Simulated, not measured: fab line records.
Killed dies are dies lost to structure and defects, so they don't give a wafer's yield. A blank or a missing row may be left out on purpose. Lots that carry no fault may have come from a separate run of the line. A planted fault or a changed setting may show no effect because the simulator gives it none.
fab line records	flow nandHarc
[record] lots = 12	wafers = 36	lastDay = 33
route steps=1302 shown A_M0@1154 A_M1@1174 END@1302
lots that met no fault: taken from a fault-free run of the same line
startH: hours from the record's first day to the start of the lot's first wafer shown	waitH: hours elapsed since this lot's preceding step	" as in the row above	L1.1+2: several wafers, shown together as one row	- no value, or no start was given	* or withheld: withheld	< > ~ a bound
route shown NAME@n: a module of which the file shows steps, and the number in the route of the first	usual: mean/standard deviation taken from wafers without a fault	same: alike in all rows	chamber/n: place in a boat	sites: the reading at each site	_std_site: standard deviation across them	_edge_site: mean of outer sites minus mean of inner sites	radiusMm: how far each site lies from the wafer's centre	mask NAME#n: copy n	behind: tool/chamber where the wafer was last shaped	hold: reason for holding the lot/hours on hold/outcome of the hold	device: whichever transistor did not switch (one of n, p or np)	end of line: the route-end tests of the same wafers	a step with no rows: only its recipe	killed: the dies lost at the first sort to structure and to defects; this is not the yield of the wafer	map: per-die view of a wafer (x killed, . not killed, _ where there is no die)
set.NAME: the setting the step ran with; set.NAME@STEP: the setting that earlier step ran with	model.NAME: the simulator's own value behind a step, which no gauge read
route steps across a sampled set of lots; one table per step, one row per wafer
services: the hour from which a tool's chamber was out of use, counted from the record's first day as startH (under 0 if before that day), plus the number of hours and why
[[steps]]
[step NHARC_A_M0_STRIP_18]
[recipe] powerW = 1000	n2FlowSccm = 150	h2FlowSccm = 150	arFlowSccm = 0	biasW = 0	chemistry = N2/H2
[usual] drypumpMotorCurrentA = 5.7/0.52	oesProductAu = 1.002/0.014	rfVppV = 90.4/0.95	showerheadPlenumPTorr = 2.01/0.096	throttleValvePct = 14.171/0.0095
lot.wafer	tool	chamber	startH	waitH	drypumpMotorCurrentA	oesProductAu	rfHoursCounterH	rfVppV	showerheadPlenumPTorr	throttleValvePct
L483.4	rieDiel-02	3	541.64	0.1	4.8	0.998	6.8	89.4	1.91	14.166
L483.5	"	3	"	"	4.8	0.999	-	87.4	1.91	14.182
L483.6	"	0	"	"	5.9	0.987	-	90.8	2.20	14.174
L486.4	rieDiel-02	2	548.55	0.1	5.8	0.997	8.7	90.5	2.00	14.174
L486.1	"	3	"	"	4.8	0.999	6.9	88.4	1.91	14.168
L486.5	"	0	"	"	5.9	0.997	-	90.8	2.20	14.184
L487.3	rieDiel-03	1	556.67	0.1	5.3	0.989	5.7	90.2	1.93	14.176
L487.4	"	2	"	"	6.4	1.015	4.2	88.6	1.94	14.179
L487.2	"	0	"	"	5.5	1.010	4.8	90.2	2.02	14.178
L488.1	rieDiel-06	2	559.56	0.1	6.4	1.011	2.8	91.7	2.10	14.171
L488.4	"	2	"	"	6.4	1.012	-	90.5	2.10	14.183
L488.5	"	1	"	"	5.7	1.017	-	89.8	2.13	14.171
L489.3	rieDiel-03	1	588.79	0.1	5.3	1.004	7.9	88.0	1.93	14.171
L489.1	"	2	"	"	6.4	1.023	6.4	92.1	1.94	14.184
L489.6	"	2	"	"	6.4	1.016	-	90.6	1.94	14.176
L493.3	rieDiel-02	0	623.10	0.1	5.9	0.997	4.2	90.6	2.19	14.164
L493.4	"	1	"	"	4.8	0.967	4.1	88.6	1.93	14.168
L493.5	"	3	"	"	4.8	0.998	-	90.2	1.91	14.177
L498.1	rieDiel-06	2	654.61	0.1	6.4	1.013	7.4	90.4	2.09	14.167
L498.4	"	0	"	"	5.6	0.991	6.7	90.7	1.98	14.170
L498.5	"	1	"	"	5.7	1.014	-	90.2	2.13	14.178
L501.1	rieDiel-02	0	687.94	0.1	5.8	1.001	8.3	90.5	2.19	14.152
L501.4	"	3	"	"	4.8	0.988	9.1	89.8	1.90	14.177
L501.6	"	0	"	"	5.9	0.992	-	91.0	2.19	14.185
L500.4	rieDiel-03	3	691.87	0.1	5.0	1.007	4.2	88.6	1.92	14.165
L500.2	"	0	"	"	5.5	0.991	3.9	89.8	2.02	14.165
L500.6	"	1	"	"	5.3	0.990	-	90.8	1.93	14.182
L505.3	rieDiel-06	3	740.13	0.1	6.0	1.015	4.1	90.4	1.91	14.156
L505.2	"	2	"	"	6.3	1.017	4.1	92.6	2.09	14.165
L505.5	"	3	"	"	6.0	1.016	-	90.7	1.91	14.182
L504.3	rieDiel-02	3	744.02	0.1	4.8	1.011	12.1	89.5	1.90	14.170
L504.4	"	0	"	"	5.9	0.997	11.2	90.7	2.19	14.175
L504.2	"	1	"	"	4.8	0.981	9.6	88.8	1.93	14.166
L506.3	rieDiel-06	3	756.05	0.1	6.1	1.015	4.9	90.1	1.91	14.168
L506.1	"	0	"	"	5.6	0.991	4.5	90.8	1.98	14.172
L506.2	"	2	"	"	6.4	1.013	4.9	90.4	2.09	14.181
[step NHARC_A_M0_PRE_CLEAN_29]
[recipe] timeS = 30	tempC = 280	gas = H2/He
[usual] heaterPowerW = 406/33
[same] timeS = 30
lot.wafer	tool	chamber	startH	waitH	heaterPowerW
L483.4	pvdSputter-02	-	-	-	392
L483.6	"	-	"	"	420
L483.5	"	-	"	"	401
L486.4	pvdSputter-01	-	-	-	459
L486.1	"	-	"	"	399
L486.5	"	-	"	"	396
L487.4	pvdSputter-03	-	-	-	409
L487.2	"	-	"	"	423
L487.3	"	-	"	"	437
L488.4	pvdSputter-03	-	-	-	401
L488.1	"	-	"	"	385
L488.5	"	-	"	"	399
L489.1	pvdSputter-02	-	-	-	366
L489.3	"	-	"	"	433
L489.6	"	-	"	"	370
L493.4	pvdSputter-01	-	-	-	410
L493.3	"	-	"	"	426
L493.5	"	-	"	"	405
L498.4	pvdSputter-02	-	-	-	370
L498.1	"	-	"	"	416
L498.5	"	-	"	"	377
L501.1	pvdSputter-03	-	-	-	435
L501.4	"	-	"	"	402
L501.6	"	-	"	"	436
L500.4	pvdSputter-03	-	-	-	392
L500.2	"	-	"	"	424
L500.6	"	-	"	"	382
L505.2	pvdSputter-01	-	-	-	415
L505.3	"	-	"	"	492
L505.5	"	-	"	"	432
L504.4	pvdSputter-02	-	-	-	409
L504.3	"	-	"	"	366
L504.2	"	-	"	"	380
L506.3	pvdSputter-01	-	-	-	414
L506.2	"	-	"	"	491
L506.1	"	-	"	"	430
[step NHARC_A_M1_SOFTBAKE_04]
[recipe] tempC = 105	timeS = 55
[usual] heaterPowerTotalW = 188.44/0.13
[same] timeS = 55
lot.wafer	tool	chamber	startH	waitH	heaterPowerTotalW
L483.4	lithoTrack-04	0	544	-	188.39
L483.5	"	0	"	"	188.44
L483.6	"	0	"	"	188.36
L486.1	lithoTrack-06	0	551	-	188.35
L486.4	"	0	"	"	188.35
L486.5	"	0	"	"	188.37
L487.2	lithoTrack-06	0	560	-	188.33
L487.3	"	0	"	"	188.32
L487.4	"	0	"	"	188.42
L488.1	lithoTrack-06	0	562	-	193.57
L488.4	"	0	"	"	193.39
L488.5	"	0	"	"	193.51
L489.1	lithoTrack-06	0	591	-	193.54
L489.3	"	0	"	"	193.31
L489.6	"	0	"	"	193.39
L493.3	lithoTrack-04	0	626	-	188.46
L493.4	"	0	"	"	188.50
L493.5	"	0	"	"	188.35
L498.1	lithoTrack-01	0	657	-	188.48
L498.4	"	0	"	"	188.32
L498.5	"	0	"	"	188.25
L501.1	lithoTrack-06	0	690	-	188.73
L501.4	"	0	691	-	188.41
L501.6	"	0	"	"	188.57
L500.2	lithoTrack-06	0	694	-	188.34
L500.4	"	0	"	"	188.71
L500.6	"	0	"	"	188.35
L505.2	lithoTrack-01	0	743	-	188.50
L505.3	"	0	"	"	188.27
L505.5	"	0	"	"	188.27
L504.2	lithoTrack-04	0	747	-	188.30
L504.3	"	0	"	"	188.38
L504.4	"	0	"	"	188.39
L506.1	lithoTrack-06	0	759	-	188.28
L506.2	"	0	"	"	188.35
L506.3	"	0	"	"	188.35
[step NHARC_A_M1_CD_MEAS_09]
[recipe] targetCdNm = 120	landingEnergyEv = 500
[usual] cdNm = 119.5/0.86
[same] landingEnergyEv = 500
lot.wafer	tool	chamber	startH	waitH	cdNm
L483.4	cdSem-02	0	545.15	-	119.6
L483.5	"	0	"	"	120.4
L483.6	"	0	"	"	119.4
L486.1	cdSem-02	0	551.88	-	120.5
L486.4	"	0	"	"	121.0
L486.5	"	0	"	"	118.4
L487.2	cdSem-01	0	560.50	-	120.3
L487.3	"	0	"	"	118.4
L487.4	"	0	"	"	120.3
L488.1	cdSem-02	0	563.04	-	119.2
L488.4	"	0	"	"	118.5
L488.5	"	0	"	"	118.4
L489.1	cdSem-03	0	592.29	-	119.5
L489.3	"	0	"	"	120.0
L489.6	"	0	"	"	120.4
L493.3	cdSem-02	0	626.62	-	119.8
L493.4	"	0	"	"	119.0
L493.5	"	0	"	"	119.5
L498.1	cdSem-03	0	658.39	-	120.8
L498.4	"	0	"	"	119.7
L498.5	"	0	"	"	119.9
L501.1	cdSem-02	0	691.43	-	118.1
L501.4	"	0	"	"	119.1
L501.6	"	0	"	"	118.1
L500.2	cdSem-03	0	695.28	-	120.5
L500.4	"	0	"	"	119.5
L500.6	"	0	"	"	120.0
L505.2	cdSem-01	0	743.62	-	119.4
L505.3	"	0	"	"	119.4
L505.5	"	0	"	"	117.8
L504.2	cdSem-02	0	747.53	-	119.3
L504.3	"	0	"	"	119.8
L504.4	"	0	"	"	119.9
L506.1	cdSem-02	0	759.49	-	120.0
L506.2	"	0	"	"	118.1
L506.3	"	0	"	"	119.7
[step NHARC_END_SORT_01]
[recipe] tempC = 25
[usual] defectLimitedYield = 91.6/2.4	killedAtArray = 52/16	killedAtOther = 0.8/0.98	killedAtPeriphery = 4.2/2.9	killedDies = 57/16	killedOpen = 3.3/1.9	killedShort = 2.5/1.5	sort_bin_2_pct = 3.0/1	sort_bin_3_pct = 0.6/0.31	sort_bin_4_pct = 4.8/1.5	sortNPass = 620/16	sortRimYieldPct = 90/4.1	sortYieldPct = 91.6/2.4
[same] grossDies = 677	sort_bin_5_pct[%] = 0	sort_bin_6_pct[%] = 0	sort_bin_7_pct[%] = 0	sort_bin_8_pct[%] = 0	sortRimNGross = 106.00
lot.wafer	tool	chamber	startH	waitH	defectLimitedYield[%]	killedAtArray	killedAtOther	killedAtPeriphery	killedDies	killedOpen	killedShort	sort_bin_2_pct[%]	sort_bin_3_pct[%]	sort_bin_4_pct[%]	sortNPass	sortRimYieldPct[%]	sortYieldPct[%]
L486.1	prober-01	0	587.53	2.5	97.3	18	0	0	18	0	3	1.3	0.3	1.0	659	93	97.3
L486.4	prober-01	0	589.98	3.4	96.0	24	1	2	27	1	1	0.9	0.3	2.8	650	95	96.0
L486.5	prober-01	0	590.79	3.8	96.2	25	1	0	26	1	4	1.3	0.3	2.2	651	96	96.2
L487.2	prober-01	0	596.23	2.8	94.7	28	0	8	36	3	5	1.6	0.4	3.2	641	87	94.7
L487.3	prober-01	0	597.04	3.1	91.3	57	0	2	59	2	2	3.2	0.6	4.9	618	85	91.3
L487.4	prober-01	0	597.84	3.4	92.3	52	0	0	52	4	1	3.0	0.6	4.1	625	90	92.3
L489.1	prober-02	0	624.66	2.4	87.4	82	0	3	85	3	5	4.0	1.0	7.5	592	92	87.4
L489.3	prober-02	0	626.25	3.1	88.2	79	0	1	80	2	3	3.7	1.0	7.1	597	92	88.2
L489.6	prober-02	0	628.65	4.0	89.2	66	0	7	73	8	3	4.0	0.7	6.1	604	81	89.2
L498.1	prober-02	0	694.30	2.5	90.5	58	2	4	64	2	7	2.7	0.9	5.9	613	95	90.5
L498.4	prober-02	0	696.69	3.4	89.5	64	1	6	71	3	3	3.5	1.0	5.9	606	92	89.5
L498.5	prober-02	0	697.48	3.7	90.8	58	3	1	62	1	0	2.8	1.0	5.3	615	92	90.8
L501.1	prober-01	0	726.39	2.5	91.6	52	1	4	57	5	2	3.1	0.6	4.7	620	84	91.6
L501.4	prober-01	0	728.81	3.4	91.6	46	3	8	57	6	7	2.5	0.6	5.3	620	89	91.6
L501.6	prober-01	0	730.43	4.0	93.5	35	0	9	44	2	2	1.9	0.7	3.8	633	86	93.5
L500.2	prober-02	0	735.01	2.8	87.9	73	0	9	82	7	1	3.7	0.4	8.0	595	90	87.9
L500.4	prober-02	0	736.59	3.4	87.6	75	2	7	84	1	3	4.0	0.7	7.7	593	88	87.6
L500.6	prober-02	0	738.17	3.9	90.8	59	2	1	62	2	3	3.2	0.4	5.5	615	88	90.8
L505.2	prober-02	0	781.06	2.8	94.7	31	3	2	36	3	0	1.6	0.4	3.2	641	91	94.7
L505.3	prober-02	0	781.86	3.1	94.2	37	1	1	39	3	4	1.2	0.7	3.8	638	90	94.2
L505.5	prober-02	0	783.47	3.7	93.6	38	1	4	43	4	4	1.8	0.4	4.1	634	90	93.6
L504.2	prober-01	0	781.06	2.8	97.0	17	0	3	20	3	0	1.2	0.3	1.5	657	93	97.0
L504.3	prober-01	0	781.86	3.1	95.9	26	0	2	28	7	3	1.0	0	3.1	649	95	95.9
L504.4	prober-01	0	782.66	3.4	95.9	23	2	3	28	2	4	0.9	0.1	3.1	649	96	95.9
// killed by level:class
L486.1 A_CHANNEL_HOLE_D2:chamberFilmFlake=5 A_CONTACT:chamberFilmFlake=4 A_CHANNEL_FILL_D1:geometricParticle:short=2 A_SLIT:chamberFilmFlake=2 A_CONTACT:unspecified=2 A_ONON_D1:geometricParticle:short=1 A_CHANNEL_FILL_D1:chamberFilmFlake=1 A_DECK1_JOINT:chamberFilmFlake=1
L486.4 A_CHANNEL_HOLE_D2:chamberFilmFlake=7 A_CONTACT:chamberFilmFlake=5 A_CHANNEL_HOLE_D1:chamberFilmFlake=3 A_CONTACT:unspecified=3 A_STAIRCASE:chamberFilmFlake=2 A_CHANNEL_FILL_D2:geometricParticle:short=1 A_M1:geometricParticle:open=1 P_GATE:chamberFilmFlake=1
L486.5 A_CONTACT:chamberFilmFlake=10 A_CHANNEL_HOLE_D2:chamberFilmFlake=6 A_CHANNEL_HOLE_D1:chamberFilmFlake=5 A_SOURCE_PLATE:geometricParticle:short=1 A_CHANNEL_FILL_D1:geometricParticle:open=1 A_CHANNEL_FILL_D2:geometricParticle:short=1 A_CONTACT:geometricParticle:short=1 STARTING-WAFER:geometricParticle:short=1
L487.2 A_CHANNEL_HOLE_D2:chamberFilmFlake=15 A_CHANNEL_HOLE_D1:chamberFilmFlake=6 P_GATE:chamberFilmFlake=3 A_M1:chamberFilmFlake=2 P_CONTACT:geometricParticle:open=1 P_M0:geometricParticle:short=1 P_M0:geometricParticle:open=1 P_BONDPAD:geometricParticle:open=1
L487.3 A_CHANNEL_HOLE_D1:chamberFilmFlake=26 A_CHANNEL_HOLE_D2:chamberFilmFlake=14 A_CHANNEL_FILL_D1:chamberFilmFlake=3 A_M1:chamberFilmFlake=3 P_GATE:chamberFilmFlake=2 A_DECK1_JOINT:chamberFilmFlake=2 A_CONTACT:chamberFilmFlake=2 A_DECK1_JOINT:geometricParticle:open=1
L487.4 A_CHANNEL_HOLE_D2:chamberFilmFlake=26 A_CHANNEL_HOLE_D1:chamberFilmFlake=15 A_CHANNEL_FILL_D1:chamberFilmFlake=3 A_M0:geometricParticle:open=2 A_CONTACT:chamberFilmFlake=2 A_CHANNEL_FILL_D2:geometricParticle:open=1 A_WL_FILL:geometricParticle:short=1 A_BLC:geometricParticle:open=1
L489.1 A_CHANNEL_HOLE_D2:chamberFilmFlake=39 A_SLIT:chamberFilmFlake=28 A_CHANNEL_HOLE_D1:chamberFilmFlake=3 A_M0:chamberFilmFlake=3 P_CONTACT:geometricParticle:short=1 A_ONON_D1:geometricParticle:short=1 A_ONON_D1:geometricParticle:open=1 A_DECK1_JOINT:geometricParticle:short=1
L489.3 A_SLIT:chamberFilmFlake=34 A_CHANNEL_HOLE_D2:chamberFilmFlake=27 A_CHANNEL_HOLE_D1:chamberFilmFlake=5 A_STAIRCASE:chamberFilmFlake=3 A_WL_FILL:chamberFilmFlake=2 P_GATE:geometricParticle:short=1 A_CHANNEL_HOLE_D1:geometricParticle:open=1 A_ONON_D2:geometricParticle:short=1
L489.6 A_SLIT:chamberFilmFlake=26 A_CHANNEL_HOLE_D2:chamberFilmFlake=24 P_CONTACT:geometricParticle:open=2 P_M0:geometricParticle:open=2 P_ZERO_WELL:chamberFilmFlake=2 A_CHANNEL_HOLE_D1:chamberFilmFlake=2 A_CHANNEL_FILL_D1:chamberFilmFlake=2 A_CONTACT:chamberFilmFlake=2
L498.1 A_SLIT:chamberFilmFlake=25 A_CHANNEL_HOLE_D1:chamberFilmFlake=10 A_CONTACT:chamberFilmFlake=6 A_STAIRCASE:chamberFilmFlake=3 A_WL_FILL:geometricParticle:short=2 P_GATE:chamberFilmFlake=2 P_BONDPAD:chamberFilmFlake=2 A_ZERO_WELL:chamberFilmFlake=2
L498.4 A_SLIT:chamberFilmFlake=40 A_STAIRCASE:chamberFilmFlake=6 A_CHANNEL_HOLE_D1:chamberFilmFlake=5 A_CONTACT:chamberFilmFlake=4 P_ZERO_WELL:chamberFilmFlake=3 A_ZERO_WELL:chamberFilmFlake=3 A_DECK1_JOINT:chamberFilmFlake=2 P_STI:geometricParticle:short=1
L498.5 A_SLIT:chamberFilmFlake=39 A_CHANNEL_HOLE_D1:chamberFilmFlake=7 A_CONTACT:chamberFilmFlake=5 A_STAIRCASE:chamberFilmFlake=4 THIN_TSV:chamberFilmFlake=3 A_WL_FILL:geometricParticle:open=1 P_BONDPAD:chamberFilmFlake=1 A_CHANNEL_HOLE_D2:chamberFilmFlake=1
L501.1 A_CHANNEL_HOLE_D1:chamberFilmFlake=21 A_CONTACT:chamberFilmFlake=10 A_BLC:chamberFilmFlake=8 A_STAIRCASE:chamberFilmFlake=5 A_CHANNEL_FILL_D2:geometricParticle:open=2 P_ZERO_WELL:chamberFilmFlake=2 A_SLIT:chamberFilmFlake=2 A_SGD_CUT:geometricParticle:short=1
L501.4 A_CHANNEL_HOLE_D1:chamberFilmFlake=16 A_CONTACT:chamberFilmFlake=6 A_BLC:chamberFilmFlake=5 A_STAIRCASE:chamberFilmFlake=4 P_GATE:geometricParticle:open=2 A_M0:geometricParticle:short=2 P_M0:chamberFilmFlake=2 THIN_TSV:chamberFilmFlake=2
L501.6 A_CHANNEL_HOLE_D1:chamberFilmFlake=15 A_STAIRCASE:chamberFilmFlake=6 A_CONTACT:chamberFilmFlake=6 P_GATE:chamberFilmFlake=4 A_BLC:chamberFilmFlake=4 A_SLIT:chamberFilmFlake=3 P_CONTACT:geometricParticle:open=2 P_M0:chamberFilmFlake=2
L500.2 A_SLIT:chamberFilmFlake=32 A_CHANNEL_HOLE_D2:chamberFilmFlake=25 A_CHANNEL_HOLE_D1:chamberFilmFlake=5 P_M2:chamberFilmFlake=3 A_STAIRCASE:chamberFilmFlake=3 P_M0:geometricParticle:open=2 P_GATE:chamberFilmFlake=2 A_CONTACT:chamberFilmFlake=2
L500.4 A_SLIT:chamberFilmFlake=31 A_CHANNEL_HOLE_D2:chamberFilmFlake=23 A_CHANNEL_HOLE_D1:chamberFilmFlake=7 A_STAIRCASE:chamberFilmFlake=7 A_CONTACT:chamberFilmFlake=4 P_ZERO_WELL:chamberFilmFlake=2 THIN_TSV:chamberFilmFlake=2 P_M0:geometricParticle:short=1
L500.6 A_SLIT:chamberFilmFlake=28 A_CHANNEL_HOLE_D2:chamberFilmFlake=19 A_STAIRCASE:chamberFilmFlake=4 A_SGD_CUT:geometricParticle:short=2 A_CONTACT:chamberFilmFlake=2 A_DECK1_JOINT:geometricParticle:open=1 A_WL_FILL:geometricParticle:short=1 STARTING-WAFER:geometricParticle:open=1
L505.2 A_SLIT:chamberFilmFlake=19 A_CONTACT:chamberFilmFlake=3 THIN_TSV:chamberFilmFlake=3 A_CHANNEL_FILL_D1:chamberFilmFlake=2 A_CHANNEL_FILL_D2:chamberFilmFlake=2 P_GATE:geometricParticle:open=1 P_M0:geometricParticle:open=1 A_WL_FILL:geometricParticle:open=1
L504.2 A_SLIT:chamberFilmFlake=10 A_CONTACT:chamberFilmFlake=4 P_GATE:geometricParticle:open=1 P_CONTACT:geometricParticle:open=1 A_M0:geometricParticle:open=1 P_STI:chamberFilmFlake=1 A_ZERO_WELL:chamberFilmFlake=1 A_CHANNEL_HOLE_D2:chamberFilmFlake=1
L504.3 A_CONTACT:chamberFilmFlake=6 A_SLIT:chamberFilmFlake=4 A_BONDPAD:chamberFilmFlake=3 A_WL_FILL:geometricParticle:open=2 A_ZERO_WELL:chamberFilmFlake=2 P_M0:geometricParticle:open=1 A_ONON_D1:geometricParticle:open=1 A_CHANNEL_HOLE_D1:geometricParticle:short=1
L505.3 A_SLIT:chamberFilmFlake=23 A_CONTACT:chamberFilmFlake=3 A_WL_FILL:geometricParticle:short=2 A_CHANNEL_FILL_D1:chamberFilmFlake=2 A_CHANNEL_FILL_D1:geometricParticle:open=1 A_DECK1_JOINT:geometricParticle:short=1 A_CHANNEL_FILL_D2:geometricParticle:short=1 A_CHANNEL_FILL_D2:geometricParticle:open=1
L504.4 A_CONTACT:chamberFilmFlake=8 A_SLIT:chamberFilmFlake=7 A_ZERO_WELL:chamberFilmFlake=2 A_WL_FILL:chamberFilmFlake=2 P_GATE:geometricParticle:short=1 P_M1:geometricParticle:open=1 A_ONON_D2:geometricParticle:short=1 A_CHANNEL_FILL_D2:geometricParticle:short=1
L505.5 A_SLIT:chamberFilmFlake=16 A_CONTACT:chamberFilmFlake=9 A_CHANNEL_FILL_D1:chamberFilmFlake=3 A_DECK1_JOINT:chamberFilmFlake=2 A_BONDPAD:chamberFilmFlake=2 P_CONTACT:geometricParticle:open=1 P_M0:geometricParticle:open=1 P_M2:geometricParticle:open=1
[[services]]
tool	chamber	startH	hours	kind
pvdSputter-02	-	523.57	3.9	repair
lithoTrack-06	-	529.00	7.0	pm
rieDiel-06	2	546.52	5.6	repair
rieDiel-06	3	548.80	16.2	repair
lithoTrack-04	-	553.00	7.0	pm
rieDiel-06	0	554.60	14.6	repair
pvdSputter-02	-	564.17	1.7	repair
pvdSputter-03	-	565.34	10.0	pm
rieDiel-02	-	570.70	9.0	pm
rieDiel-03	3	575.24	11.4	repair
pvdSputter-01	-	582.01	10.0	pm
rieDiel-03	0	602.78	9.4	repair
rieDiel-02	1	630.49	7.7	repair
pvdSputter-02	-	638.10	10.0	pm
pvdSputter-02	-	648.14	2.0	repair
pvdSputter-01	-	654.64	2.0	repair
pvdSputter-01	-	659.33	2.8	repair
rieDiel-06	-	661.21	9.0	pm
lithoTrack-06	-	704.00	7.0	pm
pvdSputter-02	-	708.81	0.8	repair
rieDiel-06	0	723.30	9.0	repair
pvdSputter-01	-	737.87	2.6	repair
pvdSputter-03	-	743.34	10.0	pm
rieDiel-02	-	747.70	9.0	pm
[[key]]
[firstSign] step = NHARC_A_M1_SOFTBAKE_04	reading = heaterPowerTotalW	direction = up	sigmas = 39	usual = *	struck = *
effect none on later readings
metAt NHARC_A_M1_SOFTBAKE_04
struckLots L488,L489
[loopTrim] step = NHARC_A_M1_EXPOSE_06	setting = dose	lots = L489
notActingAt NHARC_A_M0_STRIP_18,NHARC_A_M0_PRE_CLEAN_29,NHARC_A_M1_CD_MEAS_09
onsetBetween 560 562
[fault] kind = processParameterDrift	tool = lithoTrack-06	chamber = -	onsetH = 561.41	steps = NHARC_A_M1_SOFTBAKE_04	channel = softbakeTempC	offset = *	shape = step	endH = 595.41	actsIn = *	stated = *
// loopTrim: a control loop set the setting to another value than it would have without faults
